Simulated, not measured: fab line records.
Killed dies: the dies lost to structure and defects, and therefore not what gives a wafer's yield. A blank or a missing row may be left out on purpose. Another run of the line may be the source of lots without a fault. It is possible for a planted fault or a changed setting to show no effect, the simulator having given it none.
Chamber matching / flow n5Finfet / N5_BEOL_M6_CURE_75 on uvCure-03 has 3 sister chambers
The step cures SiCOH lowk, time 120 s. 3 wafers are shown with their chamber, then 10 later ones without.

## EACH WAFER AND ITS CHAMBER
wafer=L079.4 chamber=1 wafer_temp_C_max=371.0
wafer=L082.6 chamber=2 wafer_temp_C_max=372.3
wafer=L086.5 chamber=0 wafer_temp_C_max=372.1

## WAFERS WITH NO CHAMBER GIVEN
wafer=L086.6 wafer_temp_C_max=372.9
wafer=L089.1 wafer_temp_C_max=372.1
wafer=L089.3 wafer_temp_C_max=372.3
wafer=L089.4 wafer_temp_C_max=371.7
wafer=L089.2 wafer_temp_C_max=371.9
wafer=L089.5 wafer_temp_C_max=372.0
wafer=L089.6 wafer_temp_C_max=372.3
wafer=L094.1 wafer_temp_C_max=372.0
wafer=L094.5 wafer_temp_C_max=372.2
wafer=L094.6 wafer_temp_C_max=371.6

## WHICH CHAMBER EACH WENT THROUGH
wafer=L086.6; from the rows above=can't be placed: 2 or 0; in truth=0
wafer=L089.1; from the rows above=can't be placed: 0 or 2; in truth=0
wafer=L089.3; from the rows above=can't be placed: 2 or 0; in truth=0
wafer=L089.4; from the rows above=can't be placed: 0 or 2 or 1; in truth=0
wafer=L089.2; from the rows above=can't be placed: 0 or 2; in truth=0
wafer=L089.5; from the rows above=can't be placed: 0 or 2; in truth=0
wafer=L089.6; from the rows above=can't be placed: 2 or 0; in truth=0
wafer=L094.1; from the rows above=can't be placed: 0 or 2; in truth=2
wafer=L094.5; from the rows above=can't be placed: 0 or 2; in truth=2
wafer=L094.6; from the rows above=can't be placed: 0 or 1 or 2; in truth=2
0 of 10 placed correctly. Unplaceable from these rows: 10, with the true chamber sitting among the candidates in 10. 0 placed wrongly.
How it was worked out, from the rows above alone: a wafer's distance from a chamber is the root of the sum, over the readings, of the square of ((its reading less the chamber's mean) divided by the reading's scatter). If the next closest chamber is less than 2 further off than the closest, the wafer can't be placed; otherwise it belongs to the closest. The mean given for a chamber averages the wafers shown for that chamber. The scatter (one wafer shown for each chamber): square how far every hidden wafer sits from the nearest shown wafer, average those squares and take the square root.
